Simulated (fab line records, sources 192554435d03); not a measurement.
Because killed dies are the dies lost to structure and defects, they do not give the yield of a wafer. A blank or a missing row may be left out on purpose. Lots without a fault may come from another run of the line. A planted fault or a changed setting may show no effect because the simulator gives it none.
fab line records | flow n5Finfet
record: lots: 8 | wafers: 24 | lastDay: 20
route steps=1938 shown ZERO_LAYER@16 WELL_APT@31 BEOL_M4@1111
lots with no fault: from the same line, run without faults
startH: start of the lot's first displayed wafer, in hours after the record's first day | waitH: hours since the lot's step before | " unchanged from the row above | L1.1+2: several wafers, shown together as one row | - no value, or no start given | * or withheld: withheld | < > ~ a bound
route shown NAME@n: a module of which the file shows steps, and the number in the route of the first | usual: mean/standard deviation of fault-free wafers | same: alike in all rows | chamber/n: place in a boat | sites: the reading at each site | _std_site: how widely they spread, as a standard deviation | _edge_site: the outer-site mean with the inner-site mean subtracted | radiusMm: how far each site lies from the wafer's centre | mask NAME#n: copy n | behind: the tool/chamber that last shaped the wafer | hold: cause of the lot's hold/its duration in hours/its outcome | device: the transistor (n, p or np) that didn't switch | end of line: the route-end tests of the same wafers | where a step has no rows: the recipe by itself | killed: at the first sort, the dies lost to defects and structure; wafer yield is something else | map: per-die view of a wafer (x killed, . not killed, _ where there is no die)
set.NAME: the setting that was run; set.NAME@STEP: the one run at that earlier step | model.NAME: the simulator's own value behind a step, which no gauge read
the route's steps for a sample of lots (tables are steps, rows are wafers)
services: the hour from which a tool's chamber was out of use, counted from the record's first day as startH (under 0 if before that day), plus the number of hours and why
== steps ==
step: N5_ZERO_LAYER_ETCH_18
recipe: chemistry: HBr/Cl2 | target: Si | targetDepthA: 1200 | timeS: 40 | pressureMtorr: 10 | icpW: 800 | biasW: 75 | HBr_flow_sccm: 150 | Cl2_flow_sccm: 80
usual: drypumpMotorCurrentA: 5.6/0.42 | oesProductAu: 1.007/0.021 | throttleValvePct: 36.2/0.33
lot.wafer | tool     | chamber | startH | waitH | drypumpMotorCurrentA | oesProductAu | rfHoursCounterH | throttleValvePct
L817.2    | rieSi-05 | 0       | 12.91  | 0.0   | 5.8                  | 1.015        | 90              | 35.9
L817.4    | "        | 2       | "      | "     | 6.0                  | 1.017        | 157             | 36.3
L817.6    | "        | 2       | "      | "     | 6.0                  | 1.028        | -               | 36.3
L818.2    | rieSi-01 | 2       | 18.92  | 0.0   | 4.8                  | 1.016        | 41              | 36.1
L818.4    | "        | 0       | "      | "     | 6.0                  | 0.960        | 6               | 36.4
L818.5    | "        | 1       | "      | "     | 5.8                  | 1.006        | -               | 36.5
L823.1    | rieSi-01 | 0       | 48.79  | 0.0   | 6.0                  | 0.959        | 6               | 36.4
L823.2    | "        | 3       | "      | "     | 5.5                  | 1.022        | 87              | 35.8
L823.4    | "        | 2       | "      | "     | 4.8                  | 1.022        | 42              | 36.1
L826.1    | rieSi-05 | 0       | 66.91  | 0.0   | 5.8                  | 1.019        | 91              | 35.9
L826.3    | "        | 3       | "      | "     | 5.9                  | 0.989        | 7               | 36.5
L826.5    | "        | 1       | "      | "     | 5.0                  | 1.023        | -               | 36.4
L829.2    | rieSi-02 | 3       | 84.79  | 0.0   | 5.4                  | 1.000        | 64              | 36.5
L829.3    | "        | 0       | "      | "     | 5.7                  | 0.996        | 57              | 36.6
L829.5    | "        | 2       | "      | "     | 6.1                  | 1.028        | -               | 35.4
L831.1    | rieSi-02 | 2       | 96.91  | 0.0   | 6.1                  | 1.030        | 82              | 35.4
L831.3    | "        | 0       | "      | "     | 5.7                  | 1.007        | 57              | 36.6
L831.6    | "        | 3       | "      | "     | 5.4                  | 1.003        | -               | 36.5
L839.1    | rieSi-01 | 1       | 144.79 | 0.0   | 5.8                  | 1.003        | 15              | 36.5
L839.2    | "        | 3       | "      | "     | 5.5                  | 1.015        | 88              | 35.8
L839.4    | "        | 0       | "      | "     | 6.0                  | 0.971        | 8               | 36.4
L840.1    | rieSi-01 | 1       | 150.81 | 0.0   | 5.7                  | 1.017        | 15              | 36.5
L840.2    | "        | 3       | "      | "     | 5.5                  | 1.022        | 89              | 35.8
L840.4    | "        | 0       | "      | "     | 6.1                  | 0.968        | 8               | 36.4
step: N5_WELL_APT_DESCUM_13
recipe: chemistry: O2 | timeS: 7.9 | sourcePowerW: 50 | biasPowerW: 20 | pressureMtorr: 20 | rfFrequencyHz: 2.712e+07 | tempC: 40 | o2FlowSccm: 225
usual: drypumpMotorCurrentA: 5.7/0.37 | oesProductAu: 0.76/0.09 | rfVppV: 243.8/1.3 | showerheadPlenumPTorr: 2.14/0.068 | throttleValvePct: 20.41/0.25
lot.wafer | tool       | chamber | startH | waitH | drypumpMotorCurrentA | oesProductAu | rfHoursCounterH | rfVppV | showerheadPlenumPTorr | throttleValvePct
L817.2    | rieDiel-04 | 1       | 13.89  | 0.0   | 6.2                  | 0.76         | 139             | 243.9  | 2.20                  | 20.80
L817.4    | "          | 2       | "      | "     | 5.9                  | 0.78         | 143             | 243.4  | 2.11                  | 20.52
L817.6    | "          | 1       | "      | "     | 6.2                  | 0.77         | -               | 244.8  | 2.20                  | 20.80
L818.2    | rieDiel-01 | 2       | 20.12  | 0.4   | 5.9                  | 0.94         | 7               | 244.3  | 2.23                  | 20.01
L818.4    | "          | 1       | "      | "     | 5.3                  | 0.77         | -               | 243.7  | 2.17                  | 20.38
L818.5    | "          | 2       | "      | "     | 5.9                  | 0.94         | -               | 245.3  | 2.23                  | 20.02
L823.1    | rieDiel-01 | 2       | 49.98  | 0.0   | 5.9                  | 0.90         | 20              | 245.0  | 2.23                  | 20.03
L823.2    | "          | 1       | "      | "     | 5.3                  | 0.76         | 168             | 245.1  | 2.16                  | 20.41
L823.4    | "          | 3       | "      | "     | 5.2                  | 0.96         | 4               | 244.1  | 2.14                  | 20.03
L826.1    | rieDiel-01 | 0       | 67.77  | 0.0   | 5.9                  | 0.69         | 242             | 242.1  | 1.98                  | 20.21
L826.3    | "          | 2       | "      | "     | 5.9                  | 0.88         | 25              | 245.1  | 2.22                  | 20.02
L826.5    | "          | 1       | "      | "     | 5.3                  | 0.75         | -               | 244.3  | 2.16                  | 20.42
L829.2    | rieDiel-06 | 1       | 85.90  | 0.0   | 5.5                  | 0.87         | 45              | 244.4  | 2.13                  | 20.52
L829.3    | "          | 0       | "      | "     | 5.2                  | 0.71         | 235             | 243.4  | 2.16                  | 20.21
L829.5    | "          | 2       | "      | "     | 5.6                  | 0.69         | -               | 245.4  | 2.16                  | 20.28
L831.1    | rieDiel-04 | 3       | 98.08  | 0.2   | 5.5                  | 0.68         | 236             | 244.3  | 2.17                  | 20.55
L831.3    | "          | 1       | "      | "     | 6.2                  | 0.74         | 166             | 244.9  | 2.19                  | 20.83
L831.6    | "          | 1       | "      | "     | 6.2                  | 0.74         | -               | 243.6  | 2.19                  | 20.83
L839.1    | rieDiel-04 | 2       | 145.77 | 0.0   | 5.9                  | 0.74         | 190             | 242.5  | 2.09                  | 20.57
L839.2    | "          | 0       | "      | "     | 6.1                  | 0.96         | 13              | 243.5  | 2.16                  | 20.00
L839.4    | "          | 2       | "      | "     | 5.9                  | 0.73         | -               | 242.6  | 2.09                  | 20.59
L840.1    | rieDiel-06 | 1       | 151.87 | 0.2   | 5.5                  | 0.83         | 67              | 243.6  | 2.13                  | 20.57
L840.2    | "          | 3       | "      | "     | 4.9                  | 0.71         | 196             | 241.7  | 1.98                  | 20.27
L840.4    | "          | 1       | "      | "     | 5.5                  | 0.83         | -               | 243.3  | 2.13                  | 20.57
step: N5_WELL_APT_DESCUM_30
recipe: chemistry: O2 | timeS: 7.9 | sourcePowerW: 50 | biasPowerW: 20 | pressureMtorr: 20 | rfFrequencyHz: 2.712e+07 | tempC: 40 | o2FlowSccm: 225
usual: drypumpMotorCurrentA: 5.6/0.4 | oesProductAu: 0.77/0.087 | rfVppV: 243.9/1.3 | showerheadPlenumPTorr: 2.14/0.071 | throttleValvePct: 20.37/0.24
lot.wafer | tool       | chamber | startH | waitH | drypumpMotorCurrentA | oesProductAu | rfHoursCounterH | rfVppV | showerheadPlenumPTorr | throttleValvePct
L817.2    | rieDiel-01 | 0       | 15.17  | 0.1   | 5.9                  | 0.70         | 222             | 243.2  | 1.99                  | 20.19
L817.4    | "          | 2       | "      | "     | 6.0                  | 0.94         | -               | 245.0  | 2.23                  | 20.01
L817.6    | "          | 0       | "      | "     | 5.9                  | 0.69         | -               | 243.1  | 1.99                  | 20.20
L818.2    | rieDiel-01 | 0       | 21.39  | 0.0   | 5.9                  | 0.69         | 226             | 241.7  | 1.99                  | 20.21
L818.4    | "          | 2       | "      | "     | 5.9                  | 0.93         | -               | 245.7  | 2.23                  | 20.01
L818.5    | "          | 0       | "      | "     | 5.9                  | 0.70         | -               | 242.4  | 1.99                  | 20.20
L823.1    | rieDiel-04 | 0       | 51.10  | 0.0   | 6.1                  | 0.69         | 233             | 244.6  | 2.17                  | 20.37
L823.2    | "          | 1       | "      | "     | 6.2                  | 0.76         | 151             | 243.8  | 2.20                  | 20.79
L823.4    | "          | 2       | "      | "     | 5.9                  | 0.76         | 154             | 243.2  | 2.11                  | 20.52
L826.1    | rieDiel-06 | 1       | 68.89  | 0.0   | 5.6                  | 0.89         | 40              | 244.2  | 2.13                  | 20.53
L826.3    | "          | 3       | "      | "     | 4.9                  | 0.73         | 170             | 240.1  | 1.99                  | 20.23
L826.5    | "          | 1       | "      | "     | 5.6                  | 0.88         | -               | 242.0  | 2.14                  | 20.53
L829.2    | rieDiel-04 | 3       | 87.02  | 0.0   | 5.5                  | 0.69         | 232             | 243.8  | 2.17                  | 20.55
L829.3    | "          | 2       | "      | "     | 5.9                  | 0.76         | 166             | 242.3  | 2.10                  | 20.56
L829.5    | "          | 0       | "      | "     | 6.0                  | 0.69         | -               | 245.0  | 2.17                  | 20.39
L831.1    | rieDiel-06 | 1       | 99.20  | 0.0   | 5.6                  | 0.87         | 47              | 244.9  | 2.13                  | 20.55
L831.3    | "          | 0       | "      | "     | 5.2                  | 0.72         | 238             | 245.0  | 2.16                  | 20.22
L831.6    | "          | 1       | "      | "     | 5.5                  | 0.87         | -               | 242.5  | 2.13                  | 20.54
L839.1    | rieDiel-06 | 1       | 147.08 | 0.0   | 5.6                  | 0.85         | 64              | 243.9  | 2.13                  | 20.56
L839.2    | "          | 3       | "      | "     | 4.9                  | 0.72         | 193             | 242.1  | 1.98                  | 20.26
L839.4    | "          | 3       | "      | "     | 4.9                  | 0.72         | -               | 240.4  | 1.98                  | 20.28
L840.1    | rieDiel-01 | 3       | 153.12 | 0.0   | 5.2                  | 0.91         | 36              | 244.6  | 2.13                  | 20.08
L840.2    | "          | 2       | "      | "     | 5.9                  | 0.85         | 52              | 245.8  | 2.21                  | 20.07
L840.4    | "          | 0       | "      | "     | 5.9                  | 0.94         | 9               | 244.4  | 2.24                  | 19.96
step: N5_WELL_APT_RTA_34
recipe: tempC: 1000 | timeS: 10 | ambient: N2 | idleTempC: 600 | rampUpCPerS: 150 | rampDownCPerS: 60 | coolToC: 600
usual: lampPowerPct: 13.00/0.055 | lamp_zone_1_pct: 13.00/0.033 | lamp_zone_2_pct: 13.00/0.033 | lamp_zone_3_pct: 13.00/0.034 | lamp_zone_4_pct: 12.991/0.03 | lamp_zone_5_pct: 12.996/0.029 | lamp_zone_6_pct: 12.92/0.035 | lamp_zone_7_pct: 13.417/0.028 | wafer_temp_C_max: 1003.5/1.1
lot.wafer | tool         | chamber | startH | waitH | lampPowerPct | lamp_zone_1_pct | lamp_zone_2_pct | lamp_zone_3_pct | lamp_zone_4_pct | lamp_zone_5_pct | lamp_zone_6_pct | lamp_zone_7_pct | wafer_temp_C_max
L817.2    | rtpAnneal-01 | 0       | 16.11  | 0.2   | 12.85        | 13.05           | 13.00           | 13.09           | 12.974          | 12.989          | 12.96           | 13.394          | 1001.1
L817.4    | "            | 0       | "      | "     | 13.01        | 13.03           | 13.03           | 12.97           | 12.965          | 13.003          | 12.96           | 13.420          | 1002.1
L817.6    | "            | 0       | "      | "     | 13.10        | 13.02           | 13.01           | 13.03           | 12.993          | 13.036          | 12.95           | 13.452          | 1003.4
L818.2    | rtpAnneal-01 | 0       | 22.68  | 0.2   | 13.06        | 12.94           | 13.10           | 13.05           | 12.983          | 13.015          | 12.90           | 13.407          | 1002.8
L818.4    | "            | 0       | "      | "     | 13.03        | 13.01           | 13.04           | 13.01           | 13.016          | 12.968          | 12.94           | 13.480          | 1002.3
L818.5    | "            | 0       | "      | "     | 13.02        | 13.05           | 12.97           | 13.00           | 13.028          | 12.988          | 12.93           | 13.443          | 1003.0
L823.1    | rtpAnneal-01 | 0       | 51.88  | 0.0   | 12.97        | 12.97           | 13.01           | 13.06           | 13.004          | 12.994          | 12.93           | 13.414          | 1002.8
L823.2    | "            | 0       | "      | "     | 13.05        | 12.97           | 12.99           | 12.97           | 12.998          | 13.031          | 12.90           | 13.412          | 1003.0
L823.4    | "            | 0       | "      | "     | 12.99        | 12.95           | 13.00           | 13.02           | 12.975          | 12.985          | 12.98           | 13.414          | 1004.0
L826.1    | rtpAnneal-01 | 0       | 69.67  | 0.0   | 12.99        | 12.98           | 13.01           | 12.96           | 13.004          | 12.975          | 12.91           | 13.418          | 1003.8
L826.3    | "            | 0       | "      | "     | 12.94        | 13.02           | 12.96           | 12.96           | 13.014          | 12.985          | 12.91           | 13.374          | 1002.3
L826.5    | "            | 0       | "      | "     | 12.99        | 13.00           | 13.02           | 12.95           | 12.970          | 12.991          | 12.89           | 13.373          | 1005.0
L829.2    | rtpAnneal-01 | 0       | 87.89  | 0.1   | 14.25        | 14.19           | 14.24           | 14.24           | 14.164          | 14.155          | 14.10           | 14.662          | 1003.4
L829.3    | "            | 0       | "      | "     | 14.21        | 14.26           | 14.26           | 14.20           | 14.251          | 14.236          | 14.15           | 14.686          | 1003.7
L829.5    | "            | 0       | "      | "     | 14.27        | 14.19           | 14.27           | 14.24           | 14.191          | 14.250          | 14.16           | 14.697          | 1002.9
L831.1    | rtpAnneal-01 | 0       | 99.96  | 0.0   | 14.25        | 14.21           | 14.24           | 14.24           | 14.152          | 14.251          | 14.13           | 14.680          | 1001.9
L831.3    | "            | 0       | "      | "     | 14.13        | 14.27           | 14.20           | 14.19           | 14.275          | 14.240          | 14.11           | 14.662          | 1005.2
L831.6    | "            | 0       | "      | "     | 14.29        | 14.26           | 14.25           | 14.19           | 14.172          | 14.192          | 14.11           | 14.700          | 1003.5
L839.1    | rtpAnneal-02 | 0       | 147.90 | 0.0   | 13.03        | 13.01           | 13.06           | 12.96           | 12.993          | 12.966          | 12.97           | 13.400          | 1005.4
L839.2    | "            | 0       | "      | "     | 13.08        | 12.95           | 12.95           | 13.02           | 12.982          | 12.991          | 12.95           | 13.467          | 1004.6
L839.4    | "            | 0       | "      | "     | 12.99        | 13.00           | 13.01           | 13.09           | 12.940          | 13.029          | 12.96           | 13.433          | 1002.4
L840.1    | rtpAnneal-02 | 0       | 153.97 | 0.1   | 12.87        | 13.01           | 12.99           | 12.98           | 12.992          | 12.979          | 12.96           | 13.387          | 1003.5
L840.2    | "            | 0       | "      | "     | 13.07        | 12.98           | 12.97           | 13.00           | 12.973          | 12.994          | 12.92           | 13.315          | 1003.4
L840.4    | "            | 0       | "      | "     | 13.03        | 13.03           | 12.95           | 12.95           | 13.000          | 13.029          | 12.90           | 13.418          | 1004.8
step: N5_BEOL_M4_RC_MEAS_101
usual: DIBL_N: 36.0/1.9 | DIBL_P: 35.6/2.2 | IOFF_N: 0.15/0.031 | IOFF_P: 0.19/0.032 | ION_N: 668/11 | ION_P: 455/7.2 | SS_N: 71.5/0.65 | SS_P: 73.4/0.64 | VT_N: 251/3.6 | VT_P: -253/3.3
lot.wafer | tool      | chamber | startH | waitH | DIBL_N[mV/V] | DIBL_P[mV/V] | IOFF_N[nA/um] | IOFF_P[nA/um] | ION_N[uA/um] | ION_P[uA/um] | SS_N[mV/dec] | SS_P[mV/dec] | VT_N[mV] | VT_P[mV]
L817.2    | prober-01 | 0       | 190.18 | 0.2   | 36.4         | 35.6         | 0.15          | 0.21          | 671          | 461          | 70.7         | 73.6         | 249      | -249
L817.4    | "         | 0       | "      | "     | 35.7         | 34.2         | 0.14          | 0.19          | 664          | 460          | 70.1         | 73.3         | 251      | -251
L817.6    | "         | 0       | "      | "     | 37.5         | 36.3         | 0.17          | 0.22          | 675          | 457          | 71.0         | 73.7         | 250      | -250
L818.2    | prober-02 | 0       | 193.89 | 0.2   | 35.0         | 34.2         | 0.11          | 0.14          | 661          | 445          | 72.1         | 72.7         | 258      | -259
L818.4    | "         | 0       | "      | "     | 35.1         | 34.4         | 0.12          | 0.14          | 658          | 444          | 71.0         | 72.9         | 254      | -256
L818.5    | "         | 0       | "      | "     | 36.2         | 36.1         | 0.13          | 0.16          | 669          | 453          | 71.8         | 73.5         | 252      | -258
L823.1    | prober-01 | 0       | 241.22 | 0.0   | 37.8         | 38.5         | 0.18          | 0.21          | 682          | 457          | 72.4         | 73.8         | 249      | -252
L823.2    | "         | 0       | "      | "     | 38.2         | 39.4         | 0.19          | 0.23          | 678          | 459          | 72.5         | 73.5         | 249      | -253
L823.4    | "         | 0       | "      | "     | 36.1         | 37.7         | 0.16          | 0.21          | 677          | 466          | 71.5         | 73.6         | 248      | -252
L826.1    | prober-02 | 0       | 277.22 | 0.0   | 33.7         | 33.8         | 0.13          | 0.17          | 657          | 458          | 71.4         | 72.4         | 254      | -252
L826.3    | "         | 0       | "      | "     | 35.4         | 35.8         | 0.15          | 0.20          | 668          | 461          | 71.9         | 73.1         | 248      | -252
L826.5    | "         | 0       | "      | "     | 32.5         | 33.3         | 0.12          | 0.17          | 651          | 450          | 71.5         | 72.8         | 256      | -252
L829.2    | prober-01 | 0       | 295.37 | 0.2   | 38.7         | 37.3         | 0.17          | 0.22          | 675          | 462          | 71.9         | 74.7         | 250      | -250
L829.3    | "         | 0       | "      | "     | 37.5         | 35.6         | 0.15          | 0.19          | 672          | 455          | 72.2         | 73.6         | 251      | -251
L829.5    | "         | 0       | "      | "     | 37.1         | 35.4         | 0.15          | 0.19          | 659          | 446          | 70.9         | 73.3         | 256      | -255
L831.1    | prober-02 | 0       | 297.91 | 0.0   | 38.3         | 38.5         | 0.19          | 0.22          | 678          | 463          | 70.7         | 74.3         | 246      | -246
L831.3    | "         | 0       | "      | "     | 37.1         | 36.8         | 0.15          | 0.20          | 670          | 461          | 71.1         | 72.8         | 252      | -250
L831.6    | "         | 0       | "      | "     | 35.3         | 34.2         | 0.12          | 0.16          | 670          | 462          | 70.6         | 72.8         | 252      | -255
L839.1    | prober-02 | 0       | 333.71 | 0.0   | 33.1         | 33.5         | 0.11          | 0.13          | 662          | 444          | 70.6         | 72.9         | 259      | -262
L839.2    | "         | 0       | "      | "     | 34.7         | 35.8         | 0.13          | 0.16          | 666          | 443          | 71.6         | 73.6         | 255      | -262
L839.4    | "         | 0       | "      | "     | 34.6         | 37.0         | 0.14          | 0.17          | 665          | 449          | 71.9         | 74.3         | 252      | -259
L840.1    | prober-01 | 0       | 361.52 | 0.0   | 34.9         | 33.6         | 0.13          | 0.17          | 671          | 460          | 71.2         | 73.1         | 250      | -252
L840.2    | "         | 0       | "      | "     | 34.3         | 33.6         | 0.12          | 0.18          | 653          | 451          | 70.9         | 73.2         | 254      | -253
L840.4    | "         | 0       | "      | "     | 37.0         | 36.7         | 0.16          | 0.24          | 684          | 469          | 71.4         | 74.6         | 248      | -246
== services ==
tool         | chamber | startH | hours | kind
rieDiel-04   | 1       | -9.04  | 7.5   | repair
rieSi-01     | 2       | 5.70   | 8.5   | repair
rieSi-02     | 1       | 12.14  | 0.9   | repair
rieDiel-01   | 3       | 14.08  | -     | clean
rieDiel-01   | 3       | 14.08  | -     | consumableReplace:focusRing
rieDiel-01   | 3       | 14.08  | 22.3  | scheduledDown
rieDiel-01   | 3       | 14.08  | 22.3  | ventCycle
rtpAnneal-02 | -       | 21.76  | 4.1   | pm
rieSi-05     | 0       | 45.20  | 6.5   | repair
rieDiel-01   | 1       | 88.33  | 1.7   | repair
rieDiel-04   | 0       | 98.61  | -     | clean
rieDiel-04   | 0       | 98.61  | -     | consumableReplace:focusRing
rieDiel-04   | 0       | 98.61  | 15.3  | scheduledDown
rieDiel-04   | 0       | 98.61  | 15.3  | ventCycle
rieDiel-01   | 0       | 99.46  | -     | clean
rieDiel-01   | 0       | 99.46  | -     | consumableReplace:focusRing
rieDiel-01   | 0       | 99.46  | -     | consumableReplace:showerhead
rieDiel-01   | 0       | 99.46  | 25.6  | scheduledDown
rieDiel-01   | 0       | 99.46  | 25.6  | ventCycle
rieDiel-01   | 1       | 111.49 | 9.7   | repair
rieDiel-04   | 3       | 130.10 | -     | clean
rieDiel-04   | 3       | 130.10 | -     | consumableReplace:focusRing
rieDiel-04   | 3       | 130.10 | 23.7  | scheduledDown
rieDiel-06   | 0       | 130.10 | 4.0   | repair
== key ==
firstSign: step: N5_WELL_APT_RTA_34 | reading: lamp_zone_7_pct | direction: up | sigmas: 45 | usual: * | struck: *
effect: step: N5_WELL_APT_RTA_34 | reading: lamp_zone_5_pct | direction: up | sigmas: 42 | usual: * | struck: *
metAt N5_WELL_APT_RTA_34
struckLots L829,L831
notActingAt N5_ZERO_LAYER_ETCH_18,N5_WELL_APT_DESCUM_13,N5_WELL_APT_DESCUM_30
onsetBetween 69.67 87.89
fault: kind: processParameterDrift | tool: rtpAnneal-01 | chamber: - | onsetH: 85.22 | steps: N5_WELL_APT_RTA_34 | channel: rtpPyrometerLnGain | offset: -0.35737 | shape: step | endH: 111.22
